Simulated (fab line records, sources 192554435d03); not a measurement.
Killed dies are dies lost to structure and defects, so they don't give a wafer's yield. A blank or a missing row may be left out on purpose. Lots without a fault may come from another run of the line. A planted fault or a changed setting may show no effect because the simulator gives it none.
Chamber matching | flow n5_finfet | N5_SDB_CUT_ETCH_26 on rie_si-05: 3 sister chambers
The step etches Si in HBr/Cl2/O2, target depth 129.6 nm, bt time 20 s, time 51.8 s. 18 wafers are shown with their chamber, then 9 later ones without.

WAFERS WITH THEIR CHAMBER
wafer  | chamber | oes_o_777_au (a.u.) | oes_product_au (a.u.) | HBr_flow_sccm (sccm)
L074.2 | 2       | 0.99                | 1.026                 | 150.5
L074.4 | 3       | 0.90                | 1.000                 | 149.8
L074.6 | 3       | 0.90                | 0.993                 | 149.4
L075.2 | 0       | 1.06                | 1.027                 | 150.2
L075.4 | 3       | 0.91                | 0.989                 | 149.8
L075.5 | 2       | 0.98                | 1.024                 | 150.3
L077.1 | 3       | 0.90                | 0.988                 | 149.6
L077.5 | 3       | 0.89                | 0.993                 | 149.4
L077.6 | 2       | 0.97                | 1.021                 | 149.5
L078.1 | 2       | 0.98                | 1.021                 | 150.1
L078.4 | 0       | 1.07                | 1.020                 | 149.5
L078.5 | 0       | 1.06                | 1.015                 | 150.0
L086.2 | 2       | 0.99                | 1.016                 | 149.7
L086.3 | 3       | 0.91                | 0.986                 | 150.8
L086.5 | 0       | 1.07                | 1.013                 | 149.5
L087.1 | 2       | 0.98                | 1.018                 | 150.2
L087.2 | 0       | 1.07                | 1.019                 | 150.8
L087.5 | 3       | 0.90                | 0.988                 | 150.7

SIGNATURES (means of the wafers above)
reading        | chamber 0 | chamber 2 | chamber 3 | scatter within a chamber
oes_o_777_au   | 1.0660    | 0.9817    | 0.9014    | 0.00678
oes_product_au | 1.01880   | 1.02100   | 0.99100   | 0.00462
HBr_flow_sccm  | 150.000   | 150.050   | 149.929   | 0.513
Rule: a wafer's distance from a chamber is the root of the sum, over the readings, of the square of ((its reading less the chamber's mean) divided by the reading's scatter). The wafer belongs to the nearest chamber; if the next one is less than 2 further off, it can't be placed. The scatter: the root of (the sum of the squares of (reading less its chamber's mean) over the shown wafers, divided by (wafers less chambers)).

WAFERS WITHOUT THEIR CHAMBER
wafer  | oes_o_777_au (a.u.) | oes_product_au (a.u.) | HBr_flow_sccm (sccm)
L088.1 | 1.06                | 1.017                 | 150.2
L088.3 | 0.98                | 1.019                 | 150.6
L088.6 | 0.90                | 0.989                 | 149.6
L090.4 | 1.07                | 1.025                 | 150.2
L090.5 | 0.90                | 0.994                 | 150.2
L090.6 | 1.06                | 1.018                 | 150.7
L097.1 | 0.90                | 0.994                 | 149.3
L097.2 | 1.07                | 1.014                 | 149.7
L097.4 | 0.98                | 1.028                 | 150.5

WHICH CHAMBER EACH WENT THROUGH
wafer  | from the rows above | in truth
L088.1 | 0                   | 0
L088.3 | 2                   | 2
L088.6 | 3                   | 3
L090.4 | 0                   | 0
L090.5 | 3                   | 3
L090.6 | 0                   | 0
L097.1 | 3                   | 3
L097.2 | 0                   | 0
L097.4 | 2                   | 2
Placed correctly: 9 of 9. Can't be placed from these rows: 0. Placed wrongly: 0.
